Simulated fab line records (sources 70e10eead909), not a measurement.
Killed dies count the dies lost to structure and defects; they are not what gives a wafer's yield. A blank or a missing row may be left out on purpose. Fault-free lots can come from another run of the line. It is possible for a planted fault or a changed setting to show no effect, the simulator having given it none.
Chamber matching | flow nandHarc | 4 sister chambers for NHARC_P_M2_DESCUM_14 on rieDiel-04
The step chemistry O2, time 3 s. 4 wafers are shown with their chamber, then 9 later ones without.

WAFERS PAIRED WITH THEIR CHAMBERS
wafer  | chamber | drypumpMotorCurrentA (A)
L349.4 | 1       | 5.1
L359.5 | 2       | 6.7
L362.1 | 0       | 6.0
L362.6 | 3       | 5.6

WAFERS WHOSE CHAMBER IS MISSING
wafer  | drypumpMotorCurrentA (A)
L363.1 | 5.5
L363.2 | 6.7
L363.3 | 5.1
L365.3 | 5.6
L365.4 | 6.7
L365.6 | 6.1
L364.2 | 6.1
L364.5 | 6.1
L364.6 | 5.6

EACH ONE'S CHAMBER
wafer  | from the rows above | in truth
L363.1 | 3                   | 3
L363.2 | 2                   | 2
L363.3 | 1                   | 1
L365.3 | 3                   | 3
L365.4 | 2                   | 2
L365.6 | 0                   | 0
L364.2 | 0                   | 0
L364.5 | 0                   | 0
L364.6 | 3                   | 3
Correctly placed: 9 of 9. Left unplaced by these rows: 0. Wrongly placed: 0.
How it was worked out, from the rows above alone: a wafer's distance from a chamber is the root of the sum, over the readings, of the square of ((its reading less the chamber's mean) divided by the reading's scatter). If the next closest chamber is less than 2 further off than the closest, the wafer can't be placed; otherwise it belongs to the closest. For every chamber, the mean is computed from those of its wafers that are shown. The scatter (one wafer shown for each chamber): square how far every hidden wafer sits from the nearest shown wafer, average those squares and take the square root.
